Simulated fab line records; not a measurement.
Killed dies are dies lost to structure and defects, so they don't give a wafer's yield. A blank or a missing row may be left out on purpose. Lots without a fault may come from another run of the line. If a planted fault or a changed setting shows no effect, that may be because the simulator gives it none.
Chamber matching | flow n5-finfet | N5_HKMG_FIN_HK_ALD_01 on ald-hk-03: 4 sister chambers
The step deposits HfO2, target thk 1.6 nm, pulse time 3 s, purge time 3 s. 24 wafers are shown with their chamber, then 12 later ones without.

== WAFERS WITH THEIR CHAMBER ==
wafer  | chamber | precursor-pulse-height-rel
L074.1 | 1       | 1.005
L074.5 | 1       | 0.995
L074.6 | 0       | 0.999
L077.1 | 1       | 0.990
L077.2 | 0       | 1.001
L077.6 | 0       | 0.976
L080.1 | 3       | 1.003
L080.3 | 0       | 0.992
L080.4 | 2       | 0.999
L081.2 | 1       | 1.008
L081.4 | 3       | 1.007
L081.6 | 3       | 1.015
L085.1 | 2       | 0.991
L085.2 | 0       | 1.011
L085.4 | 3       | 1.027
L087.3 | 0       | 1.020
L087.5 | 3       | 1.002
L087.6 | 0       | 1.036
L089.1 | 2       | 1.009
L089.4 | 1       | 1.024
L089.6 | 0       | 0.984
L091.3 | 1       | 0.975
L091.4 | 3       | 0.994
L091.6 | 0       | 0.986

SIGNATURES (means of the wafers above)
reading                    | chamber 0 | chamber 1 | chamber 2 | chamber 3 | scatter within a chamber
precursor-pulse-height-rel | 1.00056   | 0.99950   | 0.99967   | 1.00800   | 0.0161
Rule: a wafer's distance from a chamber is the root of the sum, over the readings, of the square of ((its reading less the chamber's mean) divided by the reading's scatter). If the next closest chamber is less than 2 further off than the closest, the wafer can't be placed; otherwise it belongs to the closest. The scatter: the root of (the sum of the squares of (reading less its chamber's mean) over the shown wafers, divided by (wafers less chambers)).

== WAFERS WITH NO CHAMBER GIVEN ==
wafer  | precursor-pulse-height-rel
L093.1 | 1.024
L093.4 | 0.988
L093.6 | 0.999
L094.1 | 0.957
L094.2 | 1.030
L094.3 | 0.976
L096.1 | 1.014
L096.3 | 0.985
L096.5 | 1.011
L097.3 | 1.018
L097.4 | 0.978
L097.6 | 1.000

== WHICH CHAMBER EACH WENT THROUGH ==
wafer  | from the rows above               | in truth
L093.1 | can't be placed: 3 or 0 or 2 or 1 | 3
L093.4 | can't be placed: 1 or 2 or 0 or 3 | 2
L093.6 | can't be placed: 1 or 2 or 0 or 3 | 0
L094.1 | can't be placed: 1 or 2 or 0 or 3 | 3
L094.2 | can't be placed: 3 or 0 or 2 or 1 | 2
L094.3 | can't be placed: 1 or 2 or 0 or 3 | 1
L096.1 | can't be placed: 3 or 0 or 2 or 1 | 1
L096.3 | can't be placed: 1 or 2 or 0 or 3 | 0
L096.5 | can't be placed: 3 or 0 or 2 or 1 | 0
L097.3 | can't be placed: 3 or 0 or 2 or 1 | 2
L097.4 | can't be placed: 1 or 2 or 0 or 3 | 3
L097.6 | can't be placed: 2 or 1 or 0 or 3 | 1
0 of 12 placed correctly. Not placeable from these rows: 12 (in 12, the candidates include the true chamber). Wrongly placed: 0.
